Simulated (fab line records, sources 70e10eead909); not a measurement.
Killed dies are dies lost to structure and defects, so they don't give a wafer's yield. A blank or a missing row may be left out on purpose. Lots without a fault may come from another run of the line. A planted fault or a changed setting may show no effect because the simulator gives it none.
Chamber matching | flow nand_harc | NHARC_A_CHANNEL_FILL_D2_ETCHBACK_19 on rie_si-06: 4 sister chambers
The step etches the open film in HBr/Cl2, target depth 5 nm, time 1.7 s. 18 wafers are shown with their chamber, then 9 later ones without.

WAFERS WITH THEIR CHAMBER
wafer  | chamber | oes_product_au (a.u.) | rf_fwd_power_W (W) | throttle_valve_pct (%)
L074.1 | 3       | 0.982                 | 390.2              | 26.410
L074.2 | 0       | 1.000                 | 391.3              | 26.404
L074.5 | 3       | 0.996                 | 391.6              | 26.401
L077.3 | 1       | 0.994                 | 390.8              | 26.404
L077.4 | 3       | 0.988                 | 389.4              | 26.414
L077.5 | 2       | 1.002                 | 391.0              | 26.409
L079.1 | 2       | 0.999                 | 390.9              | 26.398
L079.4 | 3       | 0.997                 | 390.2              | 26.404
L079.6 | 2       | 1.003                 | 389.2              | 26.424
L082.1 | 2       | 1.008                 | 389.8              | 26.394
L082.3 | 3       | 0.994                 | 390.0              | 26.426
L082.6 | 1       | 0.993                 | 390.4              | 26.395
L084.2 | 1       | 1.004                 | 388.7              | 26.412
L084.5 | 1       | 0.994                 | 389.5              | 26.396
L084.6 | 2       | 1.005                 | 388.9              | 26.396
L087.4 | 1       | 1.007                 | 391.1              | 26.398
L087.5 | 2       | 1.007                 | 390.5              | 26.410
L087.6 | 1       | 1.014                 | 391.8              | 26.399

SIGNATURES (means of the wafers above)
reading            | chamber 0 | chamber 1 | chamber 2 | chamber 3 | scatter within a chamber
oes_product_au     | 1.00000   | 1.00100   | 1.00400   | 0.99140   | 0.0065
rf_fwd_power_W     | 391.300   | 390.383   | 390.050   | 390.280   | 0.958
throttle_valve_pct | 26.40400  | 26.40067  | 26.40517  | 26.41100  | 0.00941
Rule: a wafer's distance from a chamber is the root of the sum, over the readings, of the square of ((its reading less the chamber's mean) divided by the reading's scatter). The wafer belongs to the nearest chamber; if the next one is less than 2 further off, it can't be placed. The scatter: the root of (the sum of the squares of (reading less its chamber's mean) over the shown wafers, divided by (wafers less chambers)).

WAFERS WITHOUT THEIR CHAMBER
wafer  | oes_product_au (a.u.) | rf_fwd_power_W (W) | throttle_valve_pct (%)
L089.1 | 0.989                 | 391.7              | 26.406
L089.2 | 0.997                 | 389.2              | 26.385
L089.3 | 1.006                 | 389.0              | 26.410
L092.1 | 0.987                 | 391.5              | 26.400
L092.5 | 0.986                 | 389.2              | 26.392
L092.6 | 0.985                 | 393.1              | 26.417
L095.1 | 1.007                 | 390.1              | 26.404
L095.2 | 0.999                 | 388.4              | 26.400
L095.5 | 1.001                 | 391.7              | 26.388

WHICH CHAMBER EACH WENT THROUGH
wafer  | from the rows above               | in truth
L089.1 | can't be placed: 3 or 0 or 1 or 2 | 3
L089.2 | can't be placed: 1 or 2 or 0 or 3 | 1
L089.3 | can't be placed: 2 or 1 or 3 or 0 | 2
L092.1 | can't be placed: 3 or 0 or 1 or 2 | 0
L092.5 | can't be placed: 3 or 1 or 2 or 0 | 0
L092.6 | can't be placed: 3 or 0 or 1 or 2 | 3
L095.1 | can't be placed: 2 or 1 or 0      | 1
L095.2 | can't be placed: 2 or 1 or 3 or 0 | 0
L095.5 | can't be placed: 0 or 1 or 2 or 3 | 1
Placed correctly: 0 of 9. Can't be placed from these rows: 9 (the true chamber is among the candidates in 9). Placed wrongly: 0.
